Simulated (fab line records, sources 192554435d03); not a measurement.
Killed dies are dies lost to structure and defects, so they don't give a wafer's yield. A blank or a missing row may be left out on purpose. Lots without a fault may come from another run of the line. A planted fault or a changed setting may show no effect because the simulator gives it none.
Chamber matching | flow n5_finfet | N5_FIN_SAQP_HM_DEP_03 on pecvd-04: 3 sister chambers
The step deposits SiNx from SiH4/NH3/N2, target thk 38 nm, time 33.6 s. 6 wafers are shown with their chamber, then 7 later ones without.

WAFERS WITH THEIR CHAMBER
wafer  | chamber | throttle_valve_pct (%) | showerhead_plenum_p_Torr (Torr)
L088.5 | 2       | 37.0                   | 5.10
L090.3 | 2       | 37.2                   | 5.10
L093.1 | 0       | 45.8                   | 5.08
L093.4 | 0       | 45.8                   | 5.09
L094.2 | 1       | 36.9                   | 5.17
L094.4 | 1       | 37.1                   | 5.16

WAFERS WITHOUT THEIR CHAMBER
wafer  | throttle_valve_pct (%) | showerhead_plenum_p_Torr (Torr)
L094.5 | 37.4                   | 5.12
L095.3 | 37.2                   | 5.15
L095.5 | 36.9                   | 5.15
L095.6 | 45.7                   | 5.08
L096.1 | 37.3                   | 5.11
L096.4 | 36.8                   | 5.11
L096.5 | 45.7                   | 5.08

WHICH CHAMBER EACH WENT THROUGH
wafer  | from the rows above | in truth
L094.5 | 2                   | 2
L095.3 | 1                   | 1
L095.5 | 1                   | 1
L095.6 | 0                   | 0
L096.1 | 2                   | 2
L096.4 | 2                   | 2
L096.5 | 0                   | 0
Placed correctly: 7 of 7. Can't be placed from these rows: 0. Placed wrongly: 0.
How it was worked out, from the rows above alone: a wafer's distance from a chamber is the root of the sum, over the readings, of the square of ((its reading less the chamber's mean) divided by the reading's scatter). The wafer belongs to the nearest chamber; if the next one is less than 2 further off, it can't be placed. A chamber's mean is the mean of its shown wafers. The scatter: the root of (the sum of the squares of (reading less its chamber's mean) over the shown wafers, divided by (wafers less chambers)).
